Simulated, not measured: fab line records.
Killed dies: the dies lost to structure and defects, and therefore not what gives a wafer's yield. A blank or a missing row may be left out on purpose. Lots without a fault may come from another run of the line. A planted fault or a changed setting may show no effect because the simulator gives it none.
Matching of chambers	flow n5 finfet	4 sister chambers for N5_BEOL_M11_DESCUM_33 on rie diel-01
The step chemistry O2, time 7.9 s. 4 wafers are shown with their chamber, then 10 later ones without.

## WAFERS, EACH WITH ITS CHAMBER
wafer	chamber	throttle valve pct (%)
L087.3	0	20.5
L087.4	1	19.9
L087.5	3	20.4
L089.5	2	20.6

## WAFERS WITHOUT THEIR CHAMBER
wafer	throttle valve pct (%)
L089.6	19.9
L095.1	19.9
L095.2	20.6
L095.3	20.4
L095.4	20.5
L095.5	19.9
L095.6	20.5
L096.1	19.9
L096.2	20.5
L096.5	20.0

## THE CHAMBER EACH PASSED THROUGH
wafer	from the rows above	in truth
L089.6	1	1
L095.1	1	1
L095.2	2	2
L095.3	3	3
L095.4	0	0
L095.5	1	1
L095.6	0	0
L096.1	1	1
L096.2	0	0
L096.5	1	1
10 of 10 placed correctly. From these rows, 0 cannot be placed. 0 placed wrongly.
How it was worked out, from the rows above alone: a wafer's distance from a chamber is the root of the sum, over the readings, of the square of ((its reading less the chamber's mean) divided by the reading's scatter). If the next closest chamber is less than 2 further off than the closest, the wafer can't be placed; otherwise it belongs to the closest. For every chamber, the mean is computed from those of its wafers that are shown. The scatter (one wafer shown for each chamber): square how far every hidden wafer sits from the nearest shown wafer, average those squares and take the square root.
